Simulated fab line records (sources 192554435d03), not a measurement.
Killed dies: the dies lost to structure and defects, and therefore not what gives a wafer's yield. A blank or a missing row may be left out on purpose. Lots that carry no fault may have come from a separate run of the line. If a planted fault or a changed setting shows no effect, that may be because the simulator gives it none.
Chamber matching | flow n5 finfet | ald metal-04 running N5_BEOL_M2_ALD_84: 4 sister chambers
The step deposits TaN, pulse time 2 s, purge time 3 s, co reactant purge time 2 s. 16 wafers are shown with their chamber, then 8 later ones without.

WAFERS PAIRED WITH THEIR CHAMBERS
wafer  | chamber | heater power w (W)
L077.2 | 0       | 490
L077.5 | 3       | 409
L077.6 | 2       | 353
L080.1 | 2       | 352
L080.3 | 0       | 494
L080.4 | 3       | 395
L082.3 | 0       | 495
L082.4 | 3       | 403
L082.6 | 0       | 499
L085.1 | 2       | 349
L085.2 | 1       | 466
L085.6 | 1       | 463
L090.1 | 3       | 406
L090.3 | 0       | 501
L090.5 | 2       | 353
L092.1 | 2       | 361

SIGNATURES (averages over the wafers above)
reading        | chamber 0 | chamber 1 | chamber 2 | chamber 3 | scatter within a chamber
heater power w | 495.80    | 464.50    | 353.60    | 403.25    | 4.72
Rule: for each reading, subtract the chamber's mean from the wafer's reading, divide by that reading's scatter and square the result; add these up over the readings and take the root, which gives the wafer's distance from the chamber. If the next closest chamber is less than 2 further off than the closest, the wafer can't be placed; otherwise it belongs to the closest. How the scatter is found: for the shown wafers, subtract from each reading the mean of its chamber, square and add these, divide the total by (wafers less chambers), then take the root.

WAFERS WITHOUT THEIR CHAMBER
wafer  | heater power w (W)
L092.3 | 502
L092.4 | 400
L095.1 | 362
L095.2 | 464
L095.3 | 498
L095.4 | 403
L095.5 | 363
L095.6 | 393

THE CHAMBER EACH PASSED THROUGH
wafer  | from the rows above | in truth
L092.3 | 0                   | 0
L092.4 | 3                   | 3
L095.1 | 2                   | 2
L095.2 | 1                   | 1
L095.3 | 0                   | 0
L095.4 | 3                   | 3
L095.5 | 2                   | 2
L095.6 | 3                   | 3
Correct placement for 8 of the 8. Can't be placed from these rows: 0. Placed wrongly: 0.
